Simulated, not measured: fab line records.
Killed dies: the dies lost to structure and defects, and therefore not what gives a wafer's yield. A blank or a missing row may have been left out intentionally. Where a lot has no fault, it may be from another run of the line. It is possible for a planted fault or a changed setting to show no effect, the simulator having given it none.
fab line records	flow nandHarc
record: lots: 24	wafers: 72	lastDay: 25
route steps=1159 shown A_CONTACT@906 A_BLC@983
lots that met no fault: taken from a fault-free run of the same line
startH: hours from the record's first day to the start of the lot's first wafer shown	waitH: hours elapsed since this lot's preceding step	" the same as in the row above	L1.1+2: a row that stands for several wafers	- value missing, or start not given	* or withheld: withheld	< > ~ a bound
route shown NAME@n: NAME is a module with steps in the file, n the number in the route of the first one	usual: the fault-free wafers' mean and standard deviation	same: alike in all rows	chamber/n: place in a boat	sites: per-site readings	_std_site: the values' standard deviation	_edge_site: the outer-site mean with the inner-site mean subtracted	radiusMm: how far each site lies from the wafer's centre	mask NAME#n: copy n	behind: tool/chamber where the wafer was last shaped	hold: reason for holding the lot/hours on hold/outcome of the hold	device: which transistor (n, p or np) failed to switch	end of line: tests of these same wafers at the route's end	a step given without rows: its recipe and nothing more	killed: dies that structure and defects cost at the first sort, which is not the same as the wafer's yield	map: per-die view of a wafer (x killed, . not killed, _ where there is no die)
set.NAME: the run value of the setting; set.NAME@STEP: its run value at that earlier step	model.NAME: the simulator's own value behind a step, which no gauge read
one table for each step of the route and one row for each wafer, over a sample of lots
services: when a tool's chamber went out of use (startH, in hours from the record's first day, below 0 if earlier), for how many hours, and the reason
== steps ==
step: NHARC_A_CONTACT_ETCH_126
recipe: sourceW: withheld	pressureMtorr: 20	biasV: 1200	timeS: 155	targetDepthA: 9560	arFlowSccm: withheld	c4f8FlowSccm: withheld	o2FlowSccm: withheld	chemistry: C4F8/O2/Ar
lot.wafer	tool	chamber	startH	waitH	rfHoursCounterH
L074.2	harCapEtch-02	1	378.13	0.1	11
L074.1	"	0	"	"	11
L074.5	"	1	"	"	-
L076.1	harCapEtch-01	1	387.46	0.1	60
L076.5	"	0	"	"	-
L076.6	"	1	"	"	-
L075.1	harCapEtch-02	0	388.30	0.1	14
L075.2	"	1	"	"	14
L075.4	"	0	"	"	-
L079.1	harCapEtch-03	0	393.42	0.1	85
L079.4	"	0	"	"	-
L079.6	"	0	"	"	-
L077.1	harCapEtch-01	1	393.80	0.1	61
L077.3	"	1	"	"	-
L077.6	"	0	"	"	-
L078.4	harCapEtch-03	0	414.22	0.1	-
L078.3	"	1	"	"	-
L078.5	"	0	"	"	-
L082.2	harCapEtch-02	0	422.61	0.1	19
L082.3	"	0	"	"	-
L082.5	"	1	"	"	-
L081.2	harCapEtch-03	0	422.64	0.2	90
L081.3	"	0	"	"	-
L081.4	"	1	"	"	-
L084.1	harCapEtch-02	1	427.94	0.1	20
L084.4	"	0	"	"	-
L084.6	"	1	"	"	-
L080.1	harCapEtch-03	1	428.40	0.2	91
L080.6	"	0	"	"	-
L080.5	"	1	"	"	-
L083.2	harCapEtch-01	0	433.58	0.1	68
L083.3	"	0	"	"	-
L083.5	"	0	"	"	-
L085.2	harCapEtch-02	0	447.77	0.1	24
L085.3	"	0	"	"	-
L085.6	"	1	"	"	-
L088.3	harCapEtch-01	0	448.87	0.2	-
L088.5	"	0	"	"	-
L088.6	"	1	"	"	-
L087.1	harCapEtch-03	0	452.39	0.1	95
L087.3	"	0	"	"	-
L087.5	"	0	"	"	-
L086.1	harCapEtch-03	0	465.46	0.1	98
L086.6	"	0	"	"	-
L086.5	"	1	"	"	-
L089.1	harCapEtch-02	0	467.18	0.1	27
L089.3	"	0	"	"	-
L089.6	"	0	"	"	-
L091.1	harCapEtch-01	1	477.71	0.1	76
L091.4	"	0	"	"	-
L091.3	"	1	"	"	-
L090.1	harCapEtch-03	0	479.46	0.1	101
L090.2	"	1	"	"	101
L090.6	"	0	"	"	-
L093.4	harCapEtch-02	1	481.97	0.1	-
L093.6	"	0	"	"	-
L093.5	"	1	"	"	-
L092.2	harCapEtch-01	0	482.56	0.2	78
L092.4	"	0	"	"	-
L092.5	"	0	"	"	-
L094.3	harCapEtch-02	0	511.63	0.1	-
L094.4	"	1	"	"	-
L094.5	"	0	"	"	-
L095.2	harCapEtch-03	1	515.62	0.1	105
L095.1	"	0	"	"	105
L095.4	"	1	"	"	-
L096.3	harCapEtch-01	0	519.82	0.2	-
L096.5	"	0	"	"	-
L096.6	"	1	"	"	-
L097.1	harCapEtch-03	1	523.67	0.1	108
L097.5	"	0	"	"	-
L097.6	"	1	"	"	-
step: NHARC_A_CONTACT_ETCH_128
recipe: sourceW: withheld	pressureMtorr: 20	biasV: 1200	timeS: 155	targetDepthA: 9560	arFlowSccm: withheld	c4f8FlowSccm: withheld	o2FlowSccm: withheld	chemistry: C4F8/O2/Ar
lot.wafer	tool	chamber	startH	waitH	rfHoursCounterH
L074.2	harCapEtch-02	1	378.42	0.1	11
L074.1	"	0	"	"	11
L074.5	"	1	"	"	-
L076.1	harCapEtch-01	1	387.74	0.1	60
L076.5	"	0	"	"	-
L076.6	"	1	"	"	-
L075.1	harCapEtch-02	0	388.59	0.1	14
L075.2	"	1	"	"	14
L075.4	"	0	"	"	-
L079.1	harCapEtch-03	0	393.70	0.1	86
L079.4	"	0	"	"	-
L079.6	"	0	"	"	-
L077.1	harCapEtch-01	1	394.09	0.1	61
L077.3	"	1	"	"	-
L077.6	"	0	"	"	-
L078.4	harCapEtch-03	0	414.51	0.1	-
L078.3	"	1	"	"	-
L078.5	"	0	"	"	-
L082.2	harCapEtch-02	0	422.89	0.1	19
L082.3	"	0	"	"	-
L082.5	"	1	"	"	-
L081.2	harCapEtch-03	0	423.02	0.2	90
L081.3	"	0	"	"	-
L081.4	"	1	"	"	-
L084.1	harCapEtch-02	1	428.22	0.1	21
L084.4	"	0	"	"	-
L084.6	"	1	"	"	-
L080.1	harCapEtch-03	1	428.78	0.2	92
L080.6	"	0	"	"	-
L080.5	"	1	"	"	-
L083.2	harCapEtch-01	0	433.87	0.1	68
L083.3	"	0	"	"	-
L083.5	"	0	"	"	-
L085.2	harCapEtch-02	0	448.05	0.1	25
L085.3	"	0	"	"	-
L085.6	"	1	"	"	-
L088.3	harCapEtch-01	0	449.25	0.2	-
L088.5	"	0	"	"	-
L088.6	"	1	"	"	-
L087.1	harCapEtch-03	0	452.67	0.1	96
L087.3	"	0	"	"	-
L087.5	"	0	"	"	-
L086.1	harCapEtch-03	0	465.75	0.1	98
L086.6	"	0	"	"	-
L086.5	"	1	"	"	-
L089.1	harCapEtch-02	0	467.46	0.1	27
L089.3	"	0	"	"	-
L089.6	"	0	"	"	-
L091.1	harCapEtch-01	1	477.99	0.1	77
L091.4	"	0	"	"	-
L091.3	"	1	"	"	-
L090.1	harCapEtch-03	0	479.74	0.1	101
L090.2	"	1	"	"	101
L090.6	"	0	"	"	-
L093.4	harCapEtch-02	1	482.26	0.1	-
L093.6	"	0	"	"	-
L093.5	"	1	"	"	-
L092.2	harCapEtch-01	0	482.94	0.2	78
L092.4	"	0	"	"	-
L092.5	"	0	"	"	-
L094.3	harCapEtch-02	0	511.92	0.1	-
L094.4	"	1	"	"	-
L094.5	"	0	"	"	-
L095.2	harCapEtch-03	1	515.91	0.1	105
L095.1	"	0	"	"	105
L095.4	"	1	"	"	-
L096.3	harCapEtch-01	0	520.20	0.2	-
L096.5	"	0	"	"	-
L096.6	"	1	"	"	-
L097.1	harCapEtch-03	1	523.95	0.1	108
L097.5	"	0	"	"	-
L097.6	"	1	"	"	-
step: NHARC_A_CONTACT_ETCH_131
recipe: sourceW: withheld	pressureMtorr: 20	biasV: 1200	timeS: 155	targetDepthA: 9560	arFlowSccm: withheld	c4f8FlowSccm: withheld	o2FlowSccm: withheld	chemistry: C4F8/O2/Ar
lot.wafer	tool	chamber	startH	waitH	rfHoursCounterH
L074.2	harCapEtch-02	1	378.84	0.1	11
L074.1	"	0	"	"	11
L074.5	"	1	"	"	-
L076.1	harCapEtch-01	1	388.17	0.1	60
L076.5	"	0	"	"	-
L076.6	"	1	"	"	-
L075.1	harCapEtch-02	0	389.01	0.1	15
L075.2	"	1	"	"	15
L075.4	"	0	"	"	-
L079.1	harCapEtch-03	0	394.12	0.1	86
L079.4	"	0	"	"	-
L079.6	"	0	"	"	-
L077.1	harCapEtch-01	1	394.51	0.1	62
L077.3	"	1	"	"	-
L077.6	"	0	"	"	-
L078.4	harCapEtch-03	0	414.93	0.1	-
L078.3	"	1	"	"	-
L078.5	"	0	"	"	-
L082.2	harCapEtch-02	0	423.31	0.1	20
L082.3	"	0	"	"	-
L082.5	"	1	"	"	-
L081.2	harCapEtch-03	0	423.58	0.2	91
L081.3	"	0	"	"	-
L081.4	"	1	"	"	-
L084.1	harCapEtch-02	1	428.65	0.1	21
L084.4	"	0	"	"	-
L084.6	"	1	"	"	-
L080.1	harCapEtch-03	1	429.34	0.2	92
L080.6	"	0	"	"	-
L080.5	"	1	"	"	-
L083.2	harCapEtch-01	0	434.29	0.1	69
L083.3	"	0	"	"	-
L083.5	"	0	"	"	-
L085.2	harCapEtch-02	0	448.47	0.1	25
L085.3	"	0	"	"	-
L085.6	"	1	"	"	-
L088.3	harCapEtch-01	0	449.81	0.2	-
L088.5	"	0	"	"	-
L088.6	"	1	"	"	-
L087.1	harCapEtch-03	0	453.09	0.1	96
L087.3	"	0	"	"	-
L087.5	"	0	"	"	-
L086.1	harCapEtch-03	0	466.17	0.1	99
L086.6	"	0	"	"	-
L086.5	"	1	"	"	-
L089.1	harCapEtch-02	0	467.88	0.1	28
L089.3	"	0	"	"	-
L089.6	"	0	"	"	-
L091.1	harCapEtch-01	1	478.42	0.1	77
L091.4	"	0	"	"	-
L091.3	"	1	"	"	-
L090.1	harCapEtch-03	0	480.17	0.1	102
L090.2	"	1	"	"	102
L090.6	"	0	"	"	-
L093.4	harCapEtch-02	1	482.68	0.1	-
L093.6	"	0	"	"	-
L093.5	"	1	"	"	-
L092.2	harCapEtch-01	0	483.51	0.2	78
L092.4	"	0	"	"	-
L092.5	"	0	"	"	-
L094.3	harCapEtch-02	0	512.34	0.1	-
L094.4	"	1	"	"	-
L094.5	"	0	"	"	-
L095.2	harCapEtch-03	1	516.33	0.1	106
L095.1	"	0	"	"	106
L095.4	"	1	"	"	-
L096.3	harCapEtch-01	0	520.76	0.2	-
L096.5	"	0	"	"	-
L096.6	"	1	"	"	-
L097.1	harCapEtch-03	1	524.38	0.1	108
L097.5	"	0	"	"	-
L097.6	"	1	"	"	-
step: NHARC_A_CONTACT_ETCH_97
recipe: targetDepthA: 200	overEtchFrac: 0.5	timeS: 10	ionEnergyEv: 250	c4f6FlowSccm: 25	o2FlowSccm: 20	arFlowSccm: 500	rfW: 600	biasW: 500	chemistry: C4F6/O2
usual: drypumpMotorCurrentA: 5.6/0.35	oesProductAu: 0.962/0.023	rfVppV: 547.7/2	showerheadPlenumPTorr: 3.96/0.089	throttleValvePct: 26.904/0.0096
lot.wafer	tool	chamber	startH	waitH	drypumpMotorCurrentA	oesProductAu	rfHoursCounterH	rfVppV	showerheadPlenumPTorr	throttleValvePct
L074.1	rieDiel-02	3	-	-	5.1	0.946	10	548.7	4.01	26.919
L074.2	"	0	"	"	5.5	0.938	9	546.1	3.92	26.908
L074.5	"	1	"	"	5.5	0.946	-	549.7	4.08	26.918
L076.1	rieDiel-02	3	-	-	5.1	0.958	12	549.0	4.01	26.889
L076.6	"	2	"	"	6.1	0.939	-	544.7	3.84	26.913
L076.5	"	3	"	"	5.1	0.952	-	548.4	4.01	26.907
L075.1	rieDiel-02	3	-	-	5.1	0.934	12	548.7	4.01	26.889
L075.4	"	0	"	"	5.5	0.950	10	547.6	3.92	26.896
L075.2	"	2	"	"	6.1	0.933	8	547.0	3.84	26.912
L079.4	rieDiel-02	2	-	-	6.1	0.927	9	545.3	3.84	26.915
L079.1	"	3	"	"	5.1	0.937	13	548.7	4.00	26.909
L079.6	"	0	"	"	5.5	0.949	-	546.6	3.92	26.911
L077.1	rieDiel-04	3	-	-	5.8	0.972	36	544.8	3.87	26.928
L077.3	"	0	"	"	5.5	0.935	39	547.0	3.95	26.908
L077.6	"	2	"	"	6.2	0.959	-	547.0	3.92	26.916
L078.3	rieDiel-02	2	415.91	0.2	6.2	0.952	11	543.6	3.84	26.910
L078.5	"	3	"	"	5.1	0.938	-	549.4	4.00	26.903
L078.4	"	2	"	"	6.2	0.946	-	545.3	3.84	26.892
L082.2	rieDiel-04	3	-	-	5.8	0.975	46	545.4	3.87	26.919
L082.3	"	0	"	"	5.6	0.952	50	548.5	3.94	26.896
L082.5	"	2	"	"	6.2	0.955	-	545.5	3.92	26.912
L081.4	rieDiel-08	3	-	-	6.2	0.948	43	549.2	4.03	26.913
L081.2	"	1	"	"	5.7	1.004	40	549.8	4.10	26.904
L081.3	"	2	"	"	5.5	0.948	36	550.1	4.09	26.919
L084.1	rieDiel-02	3	-	-	5.1	0.943	20	549.0	4.00	26.906
L084.4	"	0	"	"	5.5	0.934	16	546.9	3.92	26.905
L084.6	"	1	"	"	5.5	0.943	-	550.9	4.07	26.914
L080.1	rieDiel-02	1	-	-	5.5	1.005	19	551.0	4.07	26.913
L080.6	"	3	"	"	5.2	0.991	-	548.6	4.00	26.902
L080.5	"	0	"	"	5.5	1.001	-	546.2	3.92	26.901
L083.3	rieDiel-08	1	-	-	5.7	0.948	43	551.4	4.10	26.896
L083.2	"	2	"	"	5.5	0.948	38	550.2	4.09	26.897
L083.5	"	1	"	"	5.7	0.954	-	550.3	4.10	26.909
L085.2	rieDiel-08	1	-	-	5.7	0.944	50	550.5	4.10	26.902
L085.3	"	0	"	"	5.2	0.947	54	545.6	3.83	26.894
L085.6	"	2	"	"	5.5	0.950	-	548.4	4.08	26.902
L088.3	rieDiel-02	1	-	-	5.5	0.940	22	550.7	4.07	26.911
L088.6	"	1	"	"	5.5	0.942	-	549.7	4.07	26.906
L088.5	"	2	"	"	6.2	0.946	-	545.3	3.83	26.894
L087.3	rieDiel-04	3	-	-	5.8	0.983	57	544.9	3.86	26.902
L087.1	"	2	"	"	6.2	0.953	56	547.3	3.91	26.907
L087.5	"	3	"	"	5.8	0.981	-	547.0	3.86	26.904
L086.1	rieDiel-02	0	-	-	5.5	0.959	23	546.2	3.91	26.887
L086.6	"	1	"	"	5.5	0.961	-	550.7	4.07	26.912
L086.5	"	2	"	"	6.2	0.964	-	545.2	3.83	26.903
L089.3	rieDiel-02	1	-	-	5.5	0.951	26	552.3	4.07	26.905
L089.1	"	2	"	"	6.2	0.951	21	544.9	3.83	26.900
L089.6	"	0	"	"	5.5	0.935	-	547.0	3.91	26.911
L091.3	rieDiel-02	0	479.50	0.1	5.5	0.948	26	546.6	3.91	26.907
L091.1	"	1	"	"	5.5	0.953	29	550.6	4.06	26.896
L091.4	"	1	"	"	5.6	0.949	-	549.1	4.06	26.894
L090.1	rieDiel-04	1	-	-	5.7	0.965	3	547.6	3.99	26.901
L090.2	"	3	"	"	5.8	0.975	2	544.1	3.86	26.888
L090.6	"	1	"	"	5.7	0.960	-	548.7	3.99	26.930
L093.4	rieDiel-02	2	-	-	6.2	1.008	23	545.6	3.83	26.900
L093.5	"	1	"	"	5.5	0.960	-	551.4	4.06	26.924
L093.6	"	2	"	"	6.2	1.006	-	544.9	3.83	26.894
L092.2	rieDiel-04	2	-	-	6.2	1.005	3	546.5	3.91	26.900
L092.4	"	0	"	"	5.6	0.983	3	546.3	3.93	26.895
L092.5	"	1	"	"	5.7	0.992	-	548.8	3.99	26.896
L094.4	rieDiel-04	3	-	-	5.8	1.005	11	546.0	3.85	26.905
L094.3	"	0	"	"	5.6	0.973	13	546.5	3.92	26.885
L094.5	"	3	"	"	5.8	1.003	-	547.7	3.85	26.900
L095.4	rieDiel-02	1	-	-	5.5	1.012	0	549.0	4.06	26.895
L095.2	"	2	"	"	6.2	1.000	0	545.9	3.83	26.917
L095.1	"	3	"	"	5.1	1.000	0	550.1	3.99	26.902
L096.3	rieDiel-02	3	-	-	5.1	1.016	1	547.9	3.99	26.902
L096.5	"	1	"	"	5.5	1.006	-	550.2	4.06	26.902
L096.6	"	2	"	"	6.1	1.005	-	546.2	3.83	26.905
L097.1	rieDiel-02	2	-	-	6.2	0.939	2	544.4	3.83	26.895
L097.6	"	3	"	"	5.1	0.944	-	548.1	3.99	26.906
L097.5	"	0	"	"	5.5	0.955	-	548.2	3.91	26.903
step: NHARC_A_CONTACT_ETCH_92
recipe: targetDepthA: 400	overEtchFrac: 0.5	timeS: 85.7	ionEnergyEv: 120	ch3fFlowSccm: 50	o2FlowSccm: 30	arFlowSccm: 200	rfW: 500	biasW: 100	chemistry: CH3F/O2
usual: drypumpMotorCurrentA: 5.6/0.34	oesProductAu: 0.94/0.031	rfVppV: 244.7/1.2	showerheadPlenumPTorr: 2.48/0.063	throttleValvePct: 20.662/0.0086
lot.wafer	tool	chamber	startH	waitH	drypumpMotorCurrentA	oesProductAu	rfHoursCounterH	rfVppV	showerheadPlenumPTorr	throttleValvePct
L074.1	rieDiel-02	1	386.63	0.3	5.5	0.91	11	244.5	2.56	20.655
L074.2	"	3	"	"	5.1	0.91	11	244.0	2.51	20.661
L074.5	"	0	"	"	5.5	0.93	-	242.8	2.46	20.674
L076.1	rieDiel-04	1	395.33	0.4	5.7	0.93	33	244.9	2.52	20.682
L076.6	"	2	"	"	6.2	0.93	-	243.6	2.46	20.663
L076.5	"	3	"	"	5.8	0.94	-	244.1	2.43	20.662
L075.2	rieDiel-08	2	396.19	0.4	5.5	0.91	29	246.0	2.57	20.658
L075.4	"	3	"	"	6.2	0.93	36	246.8	2.53	20.661
L075.1	"	0	"	"	5.2	0.93	38	244.0	2.40	20.674
L079.1	rieDiel-02	1	401.41	0.4	5.5	0.94	13	245.4	2.56	20.657
L079.6	"	0	"	"	5.4	0.92	-	243.8	2.45	20.663
L079.4	"	1	"	"	5.5	0.93	-	246.3	2.56	20.662
L077.1	rieDiel-08	0	403.80	0.4	5.2	0.93	40	243.8	2.40	20.662
L077.3	"	3	"	"	6.2	0.94	38	245.0	2.53	20.655
L077.6	"	1	"	"	5.7	0.92	-	245.6	2.58	20.660
L078.4	rieDiel-02	0	423.98	0.3	5.5	0.92	14	244.1	2.45	20.658
L078.3	"	1	"	"	5.5	0.92	17	246.7	2.56	20.668
L078.5	"	0	"	"	5.4	0.91	-	244.9	2.45	20.668
L082.2	rieDiel-08	1	429.61	0.4	5.7	0.92	41	246.1	2.58	20.656
L082.3	"	2	"	"	5.5	0.93	37	245.3	2.57	20.662
L082.5	"	3	"	"	6.2	0.92	-	244.5	2.53	20.662
L081.4	rieDiel-04	1	430.31	0.3	5.6	0.92	45	244.4	2.51	20.680
L081.2	"	2	"	"	6.2	0.92	45	243.0	2.45	20.652
L081.3	"	3	"	"	5.8	0.93	47	243.2	2.42	20.674
L084.1	rieDiel-08	2	435.18	0.4	5.4	0.93	38	245.7	2.57	20.656
L084.4	"	3	"	"	6.2	0.93	45	246.0	2.53	20.648
L084.6	"	1	"	"	5.7	0.92	-	245.0	2.58	20.649
L080.1	rieDiel-08	0	436.46	0.4	5.2	0.94	48	242.8	2.40	20.663
L080.5	"	0	"	"	5.2	0.93	-	241.8	2.40	20.671
L080.6	"	1	"	"	5.7	0.93	-	246.1	2.58	20.662
L083.3	rieDiel-02	0	442.14	0.3	5.5	0.92	18	245.5	2.45	20.672
L083.2	"	3	"	"	5.1	0.93	22	244.3	2.51	20.655
L083.5	"	1	"	"	5.5	0.93	-	246.6	2.56	20.662
L085.2	rieDiel-08	0	454.79	0.3	5.2	1.02	56	242.7	2.39	20.660
L085.3	"	1	"	"	5.7	1.00	52	246.2	2.57	20.652
L085.6	"	0	"	"	5.2	1.02	-	244.6	2.39	20.660
L088.3	rieDiel-02	3	459.02	0.3	5.1	0.93	26	244.8	2.51	20.656
L088.6	"	3	"	"	5.2	0.93	-	244.9	2.51	20.663
L088.5	"	0	"	"	5.5	0.94	-	244.5	2.45	20.658
L087.1	rieDiel-04	1	460.61	0.4	5.7	1.01	61	244.0	2.51	20.689
L087.3	"	3	"	"	5.8	1.01	61	243.6	2.42	20.650
L087.5	"	0	"	"	5.6	1.00	-	243.5	2.46	20.659
L086.1	rieDiel-04	1	476.42	0.4	5.6	1.01	0	246.1	2.50	20.657
L086.5	"	2	"	"	6.2	1.00	-	245.0	2.45	20.655
L086.6	"	3	"	"	5.8	1.02	-	242.3	2.41	20.660
L089.3	rieDiel-02	1	477.29	0.3	5.5	0.92	28	245.8	2.55	20.653
L089.1	"	0	"	"	5.5	0.93	26	243.5	2.45	20.653
L089.6	"	1	"	"	5.5	0.93	-	245.1	2.55	20.670
L091.1	rieDiel-02	3	485.12	0.4	5.1	0.92	31	245.5	2.51	20.667
L091.3	"	0	"	"	5.4	0.91	27	244.7	2.45	20.654
L091.4	"	1	"	"	5.6	0.92	30	246.5	2.55	20.671
L090.2	rieDiel-02	2	490.54	0.4	6.2	0.93	23	243.2	2.40	20.656
L090.1	"	3	"	"	5.1	0.92	32	245.4	2.50	20.671
L090.6	"	3	"	"	5.1	0.91	-	245.3	2.50	20.661
L093.4	rieDiel-04	2	491.01	0.3	6.1	0.91	4	245.0	2.45	20.655
L093.5	"	2	"	"	6.2	0.92	-	245.0	2.45	20.686
L093.6	"	3	"	"	5.8	0.93	-	245.0	2.41	20.655
L092.2	rieDiel-02	1	491.72	0.4	5.5	0.93	31	244.6	2.55	20.651
L092.4	"	2	"	"	6.2	0.93	23	242.0	2.40	20.658
L092.5	"	1	"	"	5.5	0.92	-	245.2	2.55	20.678
L094.3	rieDiel-02	3	520.36	0.3	5.1	1.00	0	243.8	2.51	20.656
L094.4	"	0	"	"	5.5	0.99	0	242.0	2.45	20.667
L094.5	"	1	"	"	5.5	1.00	-	245.5	2.55	20.649
L095.1	rieDiel-08	0	524.54	0.5	5.2	0.93	13	244.5	2.38	20.663
L095.2	"	2	"	"	5.5	0.92	15	245.6	2.55	20.659
L095.4	"	1	"	"	5.7	0.94	-	247.6	2.56	20.652
L096.3	rieDiel-04	3	528.00	0.3	5.7	0.93	18	243.2	2.41	20.664
L096.5	"	3	"	"	5.8	0.94	-	243.7	2.41	20.659
L096.6	"	0	"	"	5.6	0.92	-	242.5	2.45	20.650
L097.1	rieDiel-02	3	532.66	0.4	5.1	0.93	4	245.0	2.50	20.656
L097.6	"	2	"	"	6.1	0.92	-	244.0	2.39	20.654
L097.5	"	3	"	"	5.1	0.92	-	244.4	2.50	20.674
step: NHARC_A_BLC_STRIP_21
recipe: o2FlowSccm: 500	arFlowSccm: 0	biasW: 0	chemistry: O2
usual: drypumpMotorCurrentA: 5.6/0.51	oesProductAu: 0.997/0.011	rfVppV: 57.7/0.86	showerheadPlenumPTorr: 3.50/0.12	throttleValvePct: 17.037/0.0088
lot.wafer	tool	chamber	startH	waitH	drypumpMotorCurrentA	oesProductAu	rfHoursCounterH	rfVppV	showerheadPlenumPTorr	throttleValvePct
L074.2	rieDiel-01	0	397.96	0.1	5.5	0.998	9	57.2	3.53	17.047
L074.1	"	2	"	"	5.5	1.015	10	59.9	3.58	17.042
L074.5	"	0	"	"	5.5	1.000	-	58.7	3.53	17.033
L076.1	rieDiel-11	1	400.26	0.1	5.0	0.993	3	58.3	3.70	17.040
L076.5	"	0	"	"	6.5	1.010	-	57.1	3.36	17.043
L076.6	"	1	"	"	5.0	0.994	-	57.5	3.70	17.030
L075.2	rieDiel-01	3	400.99	0.1	5.2	0.992	10	57.4	3.60	17.034
L075.1	"	0	"	"	5.5	0.990	10	57.0	3.53	17.039
L075.4	"	1	"	"	5.1	1.007	9	57.0	3.40	17.030
L079.1	rieDiel-11	2	407.12	0.1	5.8	0.995	3	56.8	3.48	17.023
L079.4	"	3	"	"	6.3	0.991	2	56.5	3.35	17.040
L079.6	"	2	"	"	5.8	0.984	-	56.6	3.48	17.042
L077.3	rieDiel-01	0	408.30	0.1	5.5	1.002	11	57.3	3.53	17.055
L077.1	"	2	"	"	5.5	1.022	11	58.2	3.58	17.037
L077.6	"	0	"	"	5.5	1.002	-	59.5	3.53	17.053
L078.4	rieDiel-11	3	428.57	0.1	6.3	0.984	4	57.8	3.35	17.035
L078.3	"	0	"	"	6.4	1.010	4	58.2	3.35	17.028
L078.5	"	1	"	"	5.0	0.996	-	57.2	3.70	17.038
L082.2	rieDiel-01	2	437.42	0.3	5.5	1.006	13	59.3	3.58	17.040
L082.3	"	3	"	"	5.2	1.007	14	57.2	3.60	17.049
L082.5	"	3	"	"	5.2	0.991	-	58.7	3.60	17.039
L081.3	rieDiel-11	0	438.13	0.1	6.5	0.998	5	56.0	3.35	17.041
L081.4	"	1	"	"	5.0	0.992	6	58.8	3.70	17.045
L081.2	"	3	"	"	6.2	0.983	5	57.4	3.35	17.031
L084.1	rieDiel-11	1	445.51	0.1	5.0	0.989	7	57.5	3.70	17.038
L084.4	"	2	"	"	5.8	0.998	7	56.7	3.48	17.033
L084.6	"	1	"	"	5.0	0.986	-	58.3	3.70	17.033
L080.1	rieDiel-11	3	446.28	0.1	6.2	0.980	6	58.3	3.35	17.045
L080.5	"	3	"	"	6.2	0.990	-	56.9	3.35	17.050
L080.6	"	0	"	"	6.5	1.002	-	57.4	3.35	17.050
L083.2	rieDiel-01	1	451.78	0.1	5.1	1.007	14	57.6	3.40	17.029
L083.3	"	3	"	"	5.2	0.990	16	57.5	3.60	17.044
L083.5	"	0	"	"	5.5	0.998	-	57.2	3.53	17.028
L085.3	rieDiel-01	0	463.22	0.1	5.5	1.001	17	57.8	3.53	17.042
L085.2	"	2	"	"	5.5	1.010	16	57.3	3.58	17.040
L085.6	"	0	"	"	5.5	0.996	-	59.3	3.53	17.037
L088.3	rieDiel-11	0	468.39	0.1	6.5	1.017	8	59.1	3.35	17.015
L088.6	"	2	"	"	5.8	0.999	-	57.2	3.47	17.028
L088.5	"	3	"	"	6.2	0.994	-	58.9	3.35	17.047
L087.3	rieDiel-01	3	468.60	0.1	5.2	1.002	18	57.0	3.59	17.030
L087.1	"	0	"	"	5.6	0.995	17	58.1	3.53	17.028
L087.5	"	1	"	"	5.1	1.006	-	59.4	3.40	17.014
L086.1	rieDiel-11	2	484.41	0.1	5.8	0.978	11	57.3	3.47	17.036
L086.6	"	3	"	"	6.3	0.979	-	57.7	3.35	17.036
L086.5	"	0	"	"	6.5	1.005	-	57.0	3.35	17.038
L089.1	rieDiel-11	1	485.08	0.1	5.0	0.994	11	57.4	3.69	17.042
L089.3	"	3	"	"	6.3	0.985	10	58.8	3.34	17.040
L089.6	"	1	"	"	5.0	0.989	-	58.1	3.69	17.044
L091.3	rieDiel-11	2	492.01	0.1	5.8	0.974	11	57.0	3.47	17.032
L091.1	"	3	"	"	6.2	0.990	11	57.8	3.35	17.036
L091.4	"	0	"	"	6.5	1.001	11	56.6	3.35	17.036
L090.1	rieDiel-11	1	496.35	0.1	5.0	1.001	12	58.3	3.69	17.047
L090.2	"	3	"	"	6.2	0.990	11	56.6	3.34	17.033
L090.6	"	2	"	"	5.9	0.987	-	58.2	3.47	17.036
L093.4	rieDiel-11	0	497.14	0.1	6.5	0.999	11	57.0	3.35	17.028
L093.5	"	1	"	"	5.0	1.004	-	58.3	3.69	17.034
L093.6	"	2	"	"	5.8	0.985	-	58.9	3.47	17.037
L092.2	rieDiel-12	3	498.27	0.1	5.2	0.996	39	57.7	3.67	17.040
L092.4	"	0	"	"	5.7	0.995	41	58.0	3.40	17.041
L092.5	"	1	"	"	6.0	0.985	-	58.6	3.41	17.048
L094.4	rieDiel-11	1	524.99	0.1	5.0	0.999	14	58.4	3.69	17.047
L094.3	"	2	"	"	5.8	0.994	14	59.0	3.47	17.034
L094.5	"	3	"	"	6.3	0.995	-	57.1	3.34	17.021
L095.4	rieDiel-11	2	538.79	0.1	5.8	1.004	15	57.9	3.47	17.016
L095.1	"	3	"	"	6.2	0.991	15	56.9	3.34	17.036
L095.2	"	0	"	"	6.5	1.004	15	57.5	3.35	17.033
L096.3	rieDiel-01	0	539.55	0.1	5.5	1.005	4	56.2	3.53	17.046
L096.5	"	2	"	"	5.5	1.010	-	57.2	3.57	17.043
L096.6	"	3	"	"	5.2	0.981	-	58.4	3.59	17.051
L097.1	rieDiel-01	2	540.16	0.1	5.5	1.010	4	57.5	3.57	17.021
L097.6	"	0	"	"	5.5	1.003	-	58.3	3.53	17.059
L097.5	"	1	"	"	5.1	1.008	-	57.1	3.39	17.037
== services ==
tool	chamber	startH	hours	kind
rieDiel-02	0	361.33	4.1	repair
rieDiel-02	1	361.33	-	clean
rieDiel-02	2	361.33	-	clean
rieDiel-02	3	361.33	-	clean
rieDiel-11	-	366.50	9.0	pm
rieDiel-02	0	385.86	-	clean
rieDiel-02	1	385.86	-	clean
rieDiel-02	2	385.86	-	clean
rieDiel-02	3	385.86	-	clean
rieDiel-02	2	399.59	5.1	repair
rieDiel-08	-	412.46	2.5	repair
rieDiel-01	2	457.54	3.1	repair
rieDiel-02	2	459.83	4.2	repair
rieDiel-02	1	462.89	1.5	repair
rieDiel-04	-	466.05	9.0	pm
rieDiel-01	2	472.67	1.6	repair
rieDiel-02	2	475.63	6.5	repair
rieDiel-04	-	476.57	1.2	repair
rieDiel-08	-	478.86	9.0	pm
rieDiel-01	-	491.80	9.0	pm
rieDiel-02	-	504.83	9.0	pm
rieDiel-04	2	516.64	13.8	repair
rieDiel-08	3	523.50	2.9	repair
rieDiel-11	-	531.38	0.9	repair
== key ==
fault none
